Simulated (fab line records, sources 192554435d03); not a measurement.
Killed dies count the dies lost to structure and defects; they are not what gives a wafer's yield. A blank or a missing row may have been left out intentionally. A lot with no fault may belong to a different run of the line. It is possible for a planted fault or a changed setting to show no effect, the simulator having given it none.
A single fault, viewed from 2 desks / flow n5Finfet / numbers are kept per desk, each desk with only its own; the story behind them comes last

## THE METROLOGY DESK
What the gauges read for every lot (on any tool): the sampled wafers with a number, averaged. The brackets show how far a lot's mean lies from the usual mean; more than 4 standard deviations puts the lot out of limits, marked OUT. Shown here are 7 of its 13 readings, the ones lying furthest out on some lot.
Columns: A = cdNm at N5_ZERO_LAYER_CD_MEAS_11, usual 2000.0 nm; B = DIBL_N at N5_BEOL_M4_RC_MEAS_101, usual 37.2 mV/V; C = IOFF_N at N5_BEOL_M4_RC_MEAS_101, usual 0.18 nA/um; D = IOFF_P at N5_BEOL_M4_RC_MEAS_101, usual 0.24 nA/um; E = SS_N at N5_BEOL_M4_RC_MEAS_101, usual 71.8 mV/dec; F = SS_P at N5_BEOL_M4_RC_MEAS_101, usual 73.5 mV/dec; G = VT_N at N5_BEOL_M4_RC_MEAS_101, usual 249 mV
lot=L673; first seen here=day 1 12:38; A=1997.5; B=39.4; C=0.21; D=0.27; E=72.0; F=73.7; G=247
lot=L678; first seen here=day 2 18:38; A=1998.5; B=37.2; C=0.20; D=0.27; E=72.2; F=74.0; G=245
lot=L684; first seen here=day 4 06:38; A=1999.9; B=38.3; C=0.17; D=0.22; E=71.2; F=73.1; G=248
lot=L685; first seen here=day 4 12:46; A=1995.9; B=40.4; C=0.24; D=0.29; E=72.8; F=74.2; G=242
lot=L690; first seen here=day 5 18:46; A=2001.0; B=36.6; C=0.17; D=0.24; E=71.5; F=73.6; G=249
lot=L694; first seen here=day 6 18:38; A=1999.0; B=36.5; C=0.17; D=0.21; E=71.9; F=73.8; G=249
lot=L696; first seen here=day 7 06:46; A=2000.3; B=39.7; C=0.24; D=0.32; E=72.3; F=74.8; G=246
This desk's finding: nothing out of limits on any of the 7 lots.

## THE DEFECT DESK
For each lot, the counts of the inspections along the route, averaged over the sampled wafers that have a number. The brackets show how far a lot's mean lies from the usual mean; more than 4 standard deviations puts the lot out of limits, marked OUT.
Columns: A = rawDefectCount at N5_ZERO_LAYER_INSPECT_20, usual 36; B = rawDefectCount at N5_WELL_APT_INSPECT_10, usual 2.1
lot=L673; first seen here=day 1 13:15; A=29; B=1.0
lot=L678; first seen here=day 2 19:19; A=13; B=3.0
lot=L684; first seen here=day 4 07:20; A=40; B=3.0
lot=L685; first seen here=day 4 13:23; A=54; B=2.0
lot=L690; first seen here=day 5 19:23; A=53; B=3.3
lot=L694; first seen here=day 6 19:15; A=20; B=3.0
lot=L696; first seen here=day 7 07:24; A=90; B=2.5
This desk's finding: nothing out of limits on any of the 7 lots.

## ALL TOGETHER
Metrology desk: nothing out of limits seen.
No out-of-limits result turned up at the defect desk.

## WHAT WAS PUT IN BY THE SIMULATOR
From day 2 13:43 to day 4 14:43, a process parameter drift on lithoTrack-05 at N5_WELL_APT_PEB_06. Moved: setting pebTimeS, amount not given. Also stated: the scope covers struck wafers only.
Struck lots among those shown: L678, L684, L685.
